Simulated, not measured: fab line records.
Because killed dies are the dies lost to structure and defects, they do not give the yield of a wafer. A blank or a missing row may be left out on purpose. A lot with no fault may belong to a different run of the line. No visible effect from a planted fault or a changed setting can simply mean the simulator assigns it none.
Matching of chambers ; flow n5-finfet ; 4 sister chambers for N5_BEOL_M3_STRIP_66 on rie-diel-04
The step strips in CF4. 4 wafers are shown with their chamber, then 8 later ones without.

## WAFERS WITH THEIR CHAMBER
wafer;chamber;showerhead-plenum-p-Torr (Torr)
L077.6;0;1.68
L083.5;2;1.85
L083.6;3;1.76
L085.1;1;1.81

## WAFERS WHOSE CHAMBER IS MISSING
wafer;showerhead-plenum-p-Torr (Torr)
L085.4;1.85
L085.5;1.75
L090.1;1.75
L090.2;1.84
L090.3;1.80
L092.1;1.80
L092.4;1.84
L092.5;1.75

## EACH ONE'S CHAMBER
wafer;from the rows above;in truth
L085.4;2;2
L085.5;3;3
L090.1;3;3
L090.2;2;2
L090.3;1;1
L092.1;1;1
L092.4;2;2
L092.5;3;3
8 of 8 placed correctly. Can't be placed from these rows: 0. Number placed wrongly: 0.
How it was worked out, from the rows above alone: a wafer's distance from a chamber is the root of the sum, over the readings, of the square of ((its reading less the chamber's mean) divided by the reading's scatter). If the next closest chamber is less than 2 further off than the closest, the wafer can't be placed; otherwise it belongs to the closest. For every chamber, the mean is computed from those of its wafers that are shown. The scatter: with one shown wafer a chamber, the root of the mean of the squares of how far each hidden wafer lies from its nearest shown one.
